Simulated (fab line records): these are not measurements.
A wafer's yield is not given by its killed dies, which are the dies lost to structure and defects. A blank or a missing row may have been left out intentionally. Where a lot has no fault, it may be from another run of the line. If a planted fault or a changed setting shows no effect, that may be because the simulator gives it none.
A struck lot beside a sound one || flow nand_harc || 38 steps out of a route of 1159
Sound: wafers L155.1, L155.4, L155.6. Wafers L162.3, L162.5, L162.6 were the ones struck. The cause is given at the end.
Per side, at each step with rows, come the tool, then ch with its chambers, and then its first start. Under that, the readings that differ: sound wafers || struck wafers || difference of the means || sigmas: that difference in standard deviations of wafers without a fault.
alike: a reading whose means differ by less than 2 such deviations, as well as words and numbers matching on both sides. not compared: withheld readings; readings where some wafer has no value; bounds like >300 that might hide an equal value; numbers whose values overlap and for which the record gives no deviation.
Wherever a step has rows on one side only, a row that says differs or no value, or a row with sigmas, the two part there. When numbers do not overlap yet have no deviation, they are printed without sigmas and do not part them. Lack of a reading on every wafer of one side parts them only where that side has two or more wafers.

NHARC_A_SOURCE_PLATE_THK_MEAS_06: measures by ellipsometry.
  sound on film_metro-02, day 7 20:47; struck on film_metro-02, day 10 00:37
  alike: thk_nm
NHARC_A_SOURCE_PLATE_INSPECT_08:
  sound on defect_inspect-02, day 7 20:52; struck on defect_inspect-02, day 10 00:41
  alike: raw_defect_count
then, no rows for these wafers at 1 step: NHARC_A_ONON_D1_DEP_00 (target thk 1000 nm).
NHARC_A_ONON_D1_THK_MEAS_02: measures by ellipsometry.
  sound on film_metro-01, day 7 21:26; struck on film_metro-01, day 10 01:16
  alike: thk_nm
then, no rows for these wafers at 1 step: NHARC_A_ONON_D1_DEP_03 (target thk 1000 nm).
NHARC_A_ONON_D1_THK_MEAS_05: measures by ellipsometry.
  sound on film_metro-02, day 7 21:59; struck on film_metro-02, day 10 01:51
{"reading": "thk_nm (nm)", "sound": "982 984 983", "struck": "1025 1026 1027", "difference": "+43", "sigmas": "+4"}
then, no rows for these wafers at 1 step: NHARC_A_ONON_D1_DEP_06 (target thk 1000 nm).
NHARC_A_ONON_D1_THK_MEAS_08: measures by ellipsometry.
  sound on film_metro-01, day 7 22:33; struck on film_metro-02, day 10 02:25
  alike: thk_nm
then, no rows for these wafers at 1 step: NHARC_A_ONON_D1_DEP_09 (target thk 1000 nm).
NHARC_A_ONON_D1_THK_MEAS_11: measures by ellipsometry.
  sound on film_metro-01, day 7 23:07; struck on film_metro-01, day 10 02:59
{"reading": "thk_nm (nm)", "sound": "1020 1019 1021", "struck": "995 995 996", "difference": -25, "sigmas": -3}
NHARC_A_ONON_D1_DEP_12: target thk 1000 nm.
  sound on pecvd_onon-02 ch 0, day 7 23:11; struck on pecvd_onon-03 ch 0, day 10 03:10
NHARC_A_ONON_D1_THK_MEAS_14: measures by ellipsometry.
  sound on film_metro-02, day 7 23:41; struck on film_metro-02, day 10 03:33
  alike: thk_nm
then, 2 steps without rows for these wafers: NHARC_A_ONON_D1_ANNEAL_15 (time 3600 s); NHARC_A_ONON_D1_DEP_16 (target thk 1000 nm).
NHARC_A_ONON_D1_THK_MEAS_18: measures by ellipsometry.
  sound on film_metro-01, day 8 06:49; struck on film_metro-02, day 10 12:10
  alike: thk_nm
then, no rows for these wafers at 1 step: NHARC_A_ONON_D1_DEP_19 (target thk 1000 nm).
NHARC_A_ONON_D1_THK_MEAS_21: measures by ellipsometry.
  sound on film_metro-01, day 8 07:23; struck on film_metro-01, day 10 12:44
  alike: thk_nm
then, no rows for these wafers at 1 step: NHARC_A_ONON_D1_DEP_22 (target thk 1000 nm).
NHARC_A_ONON_D1_THK_MEAS_24: measures by ellipsometry.
  sound on film_metro-02, day 8 07:58; struck on film_metro-01, day 10 13:18
{"reading": "thk_nm (nm)", "sound": "1023 1022 1024", "struck": "993 992 991", "difference": -31, "sigmas": -4}
then, no rows for these wafers at 1 step: NHARC_A_ONON_D1_DEP_25 (target thk 1000 nm).
NHARC_A_ONON_D1_THK_MEAS_27: measures by ellipsometry.
  sound on film_metro-02, day 8 08:32; struck on film_metro-02, day 10 13:52
  alike: thk_nm
then, no rows for these wafers at 1 step: NHARC_A_ONON_D1_DEP_28 (target thk 1000 nm).
NHARC_A_ONON_D1_THK_MEAS_30: measures by ellipsometry.
  sound on film_metro-01, day 8 09:07; struck on film_metro-02, day 10 14:26
  alike: thk_nm
NHARC_A_ONON_D1_DEP_33: deposits SiO2, target thk 200 nm.
  sound on pecvd-03 ch 0,2, day 8 09:11; struck on pecvd-01 ch 0,2, day 10 14:32
  alike: heater_power_w, rf_fwd_power_W, throttle_valve_pct
NHARC_A_ONON_D1_THK_MEAS_34: measures by ellipsometry.
  sound on film_metro-02, day 8 09:35; struck on film_metro-02, day 10 14:55
  alike: thk_nm
NHARC_A_CHANNEL_HOLE_D1_DEP_00: deposits aC, target thk 3100 nm.
  sound on acl_dep-01 ch 0, day 8 13:58; struck on acl_dep-02 ch 0, day 10 18:52
  alike: throttle_valve_pct
NHARC_A_CHANNEL_HOLE_D1_DEP_01: deposits SiON, target thk 140 nm.
  sound on pecvd-04 ch 0,2, day 8 16:14; struck on pecvd-01 ch 0,2, day 10 20:09
  alike: heater_power_w, rf_fwd_power_W
then, 10 steps without rows for these wafers: NHARC_A_CHANNEL_HOLE_D1_DEHYDRATE_02 (time 120 s); NHARC_A_CHANNEL_HOLE_D1_HMDS_03 (time 30 s); NHARC_A_CHANNEL_HOLE_D1_COAT_36 (time 75 s); NHARC_A_CHANNEL_HOLE_D1_COAT_37 (time 65 s); NHARC_A_CHANNEL_HOLE_D1_COAT_04 (resist thk 90 nm); NHARC_A_CHANNEL_HOLE_D1_SOFTBAKE_05 (time 55 s); NHARC_A_CHANNEL_HOLE_D1_EBR_06; NHARC_A_CHANNEL_HOLE_D1_EXPOSE_07 (exposes mask HOLE D1, target cd 100 nm); NHARC_A_CHANNEL_HOLE_D1_PEB_08 (peb time 65 s); NHARC_A_CHANNEL_HOLE_D1_DEVELOP_09 (develop time 35 s).
-- record jumps: 11 days between struck wafers' starts before vs after; left off in module A_CHANNEL_HOLE_D1, resumes in module END, first step shown is number 1159 of the route --
NHARC_END_SORT_01:
  here the record holds rows for the struck wafers (prober-01 ch 0, day 22 00:21) but none for the sound ones

WHERE THEY PART
First at NHARC_A_ONON_D1_THK_MEAS_05; last, within this record, at NHARC_END_SORT_01.

WHY: what the simulator had put in
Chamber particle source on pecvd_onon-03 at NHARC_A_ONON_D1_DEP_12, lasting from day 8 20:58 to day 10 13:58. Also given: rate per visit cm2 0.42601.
